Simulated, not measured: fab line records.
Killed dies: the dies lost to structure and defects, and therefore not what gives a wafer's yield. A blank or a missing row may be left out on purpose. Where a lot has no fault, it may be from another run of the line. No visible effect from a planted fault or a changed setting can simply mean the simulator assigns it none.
A lot that was struck, set against a sound lot :: flow nandHarc :: 15 steps out of a route of 1159
Sound: these wafers, L531.1, L531.4, L531.5. Struck: wafer L542.4. (L542.2, L542.6 of the same lot were not struck and are left out.) The cause comes at the end.
Per side, at each step with rows, come the tool, then ch with its chambers, and then its first start. Under that, the readings that differ: sound wafers :: struck wafers :: difference of the means :: sigmas: that difference in standard deviations of wafers without a fault.
alike: same words and numbers on both sides, and readings whose means sit less than 2 such deviations apart. not compared: any withheld reading, any reading some wafer has no value for, any bound like >300 that may hide the same value, and any number with overlapping values for which the record gives no deviation.
A row with sigmas, a row that says differs or no value, or rows on one side alone: a step with any of these is where the two part. When numbers do not overlap yet have no deviation, they are printed without sigmas and do not part them. Lack of a reading on every wafer of one side parts them only where that side has two or more wafers.

NHARC_P_CONTACT_DESCUM_17: chemistry O2, time 3 s.
  sound on rieDiel-13 ch 1,2,3, day 6 00:41; struck on rieDiel-13 ch 0, day 8 19:56
  alike: drypumpMotorCurrentA, oesProductAu, rfVppV, showerheadPlenumPTorr, throttleValvePct
  not compared: rfHoursCounterH
then, 2 steps without rows for these wafers: NHARC_P_CONTACT_ETCH_35 (etches the open film in CF4, target depth 39 nm, time 65 s); NHARC_P_CONTACT_ETCH_36 (etches the open film in N2/H2, target depth 260 nm, time 406.25 s).
NHARC_P_CONTACT_ETCH_18: etches the open film in C4F8/O2/Ar, target depth 481 nm, time 240.5 s.
  sound: rieDiel-13 ch 2,3; struck: rieDiel-13 ch 2
  alike: biasW, oesProductAu, rfVppV
  not compared: rfHoursCounterH
then, 2 steps without rows for these wafers: NHARC_P_CONTACT_STRIP_37 (strips in C4F8/O2/Ar); NHARC_P_CONTACT_ETCH_31 (etches the open film in CH3F/O2, target depth 30 nm, time 85.7 s).
NHARC_P_CONTACT_CD_MEAS_19:
  struck on cdSem-01, day 8 20:48; sound on cdSem-03, day 6 01:33
  alike: cdNm
NHARC_P_CONTACT_STRIP_28: strips in O2.
  sound on rieDiel-07 ch 1,2,3, day 6 01:38; struck on rieDiel-13 ch 2, day 8 20:52
  alike: drypumpMotorCurrentA, oesProductAu, rfVppV, showerheadPlenumPTorr, throttleValvePct
  not compared: rfHoursCounterH
then, 3 steps without rows for these wafers: NHARC_P_CONTACT_STRIP_29 (strips in post etch residue remover, time 1200 s); NHARC_P_CONTACT_DEGAS_38 (time 60 s); NHARC_P_CONTACT_PRE_CLEAN_39 (time 19.5 s).
NHARC_P_CONTACT_PVD_32: deposits Ti, target thk 5 nm, time 17.7 s.
  sound on pvdSputter-02; struck on pvdSputter-03
  alike: throttleValvePct
NHARC_P_CONTACT_ALD_22: deposits TiN, target thk 3 nm, pulse time 1 s, ald cycles 150.
  sound on aldMetal-04 ch 2,3, day 6 02:30; struck on aldMetal-04 ch 3, day 8 21:53
reading: aldCycles
sound: 150 150 150
struck: 145
difference: -5
sigmas: 
  alike: heaterPowerW, precursorPulseHeightRel
  not compared: sinceWetCleanH
NHARC_P_CONTACT_CVD_23: deposits W, target thk 200 nm, time 557 s.
  sound: cvdW-02 ch 0,1; struck: cvdW-02 ch 1
  alike: heaterPowerW, mfcWf6Sccm, throttleValvePct
  not compared: sinceWetCleanH
-- the record jumps here: 13 days lie between the struck wafers' starts before and after (it left off in module P_CONTACT and takes up again in module END, whose first step shown is number 1159 of the route) --
NHARC_END_SORT_01:
  the record has rows for the struck wafers here (prober-02 ch 0, day 22 09:24) and none for the sound ones

== WHERE THEY PART ==
Within this record, at NHARC_END_SORT_01 only.

WHY: the cause the simulator had injected
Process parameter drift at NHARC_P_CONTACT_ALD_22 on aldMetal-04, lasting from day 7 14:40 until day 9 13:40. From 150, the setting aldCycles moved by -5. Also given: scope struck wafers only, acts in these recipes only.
